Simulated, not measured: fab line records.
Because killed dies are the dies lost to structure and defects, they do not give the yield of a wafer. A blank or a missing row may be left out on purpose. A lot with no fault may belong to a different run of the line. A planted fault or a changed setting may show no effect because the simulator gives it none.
8D (eight disciplines) problem report, filled in by code || flow n5 finfet || the parts of the form that need people (team, actions taken, sign-off) are left out

== 1. WHAT IS WRONG ==
cd nm at N5_BEOL_M11_CD_MEAS_28 reads a mean of 62.9 nm on 6 wafers of 2 lots; wafers without a fault read 69.9 nm with a standard deviation of 1.2. Relative to the usual mean, that is a shift of -5.8 standard deviations.
The step: target cd 70 nm.
Earliest sighting: wafer L621.2 on cd sem-03 at day 11 22:57. Wafers with a number at this step in the record: 28, from 10 lots. By rule, "out" or "out of limits" means more than 4 standard deviations away from the usual mean. The other wafers with a number count as sound.

== 2. WHAT IT IS, WHAT IT ISN'T ==
{"question": "which readings at this step", "is": "cd nm", "is not": "-"}
{"question": "which lots", "is": "L621, L622", "is not": "L616, L628, L629, L630, L631, L634, L635, L637"}
{"question": "which wafers of those lots", "is": "all that have a number", "is not": "-"}
{"question": "read on which gauges", "is": "cd sem-01, cd sem-03", "is not": "cd sem-02"}
{"question": "when", "is": "from day 11 22:57", "is not": "up to then (2 sound wafers); but 20 sound wafers of L628, L629, L630, L631, L634, L635, L637 came after"}

== 3. SUSPECTS, AND WHAT RULES EACH OUT ==
Counting: a tool stays on the suspect list if, at a process step up to the reading, it processed all lots that are out and no sound lot following the first of them.
- the gauge at N5_BEOL_M11_CD_MEAS_28: ruled out. Those wafers that are out were read across 2 gauges (cd sem-01, cd sem-03).
- arfi scanner-01 at N5_BEOL_M11_EXPOSE_25 (exposes mask V10): kept. It ran every lot that is out, first L621 (day 11 22:49), and no sound lot after that; its last sound lot up to then is L616 (day 10 13:05). Out on those wafers are its own readings of exposure dose mJ cm2.
Remaining after the count: arfi scanner-01 at N5_BEOL_M11_EXPOSE_25.

== 4. THE CAUSE (what the simulator had put in) ==
Drift in process parameters on arfi scanner-01 at N5_BEOL_M11_EXPOSE_25, starting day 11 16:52. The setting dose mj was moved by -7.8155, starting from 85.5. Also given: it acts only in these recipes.
Counting left only this tool.

== 5. THE EFFECT CHAIN, in route order ==
Each row: a reading where the mean over the struck wafers with a number is more than 3 standard deviations away from the usual. Only readings whose record carries a usual standard deviation are examined. hours: median over the lots of the time between each lot's start at the first step of this table that gives one and its start at this step. sigmas: the change, counted in usual standard deviations.
{"hours": 0, "step": "N5_BEOL_M11_EXPOSE_25", "reading": "exposure dose mJ cm2", "usual": 85.6, "on struck wafers": 79.4, "change": -6.2, "sigmas": -14}
{"hours": 0, "step": "N5_BEOL_M11_CD_MEAS_28", "reading": "cd nm", "usual": "69.9 nm", "on struck wafers": 62.9, "change": -7.0, "sigmas": -5.8}
The process steps in it:
- N5_BEOL_M11_EXPOSE_25: exposes mask V10.

== 6. HOW IT WOULD HAVE BEEN CAUGHT EARLIER ==
The first out-of-limits reading at a measuring or inspecting step in this record came at day 11 22:57, 6 hours after the fault's start at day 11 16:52.
At N5_BEOL_M11_EXPOSE_25, the tool's own readings (exposure dose mJ cm2) were out on each struck wafer the step has a row for, so an alarm limit on them would have fired on the first such wafer.
Among the 2 lots that are out, L622 began N5_BEOL_M11_EXPOSE_25 on arfi scanner-01 after day 11 22:57. A hold on the tool at that time would have spared it.
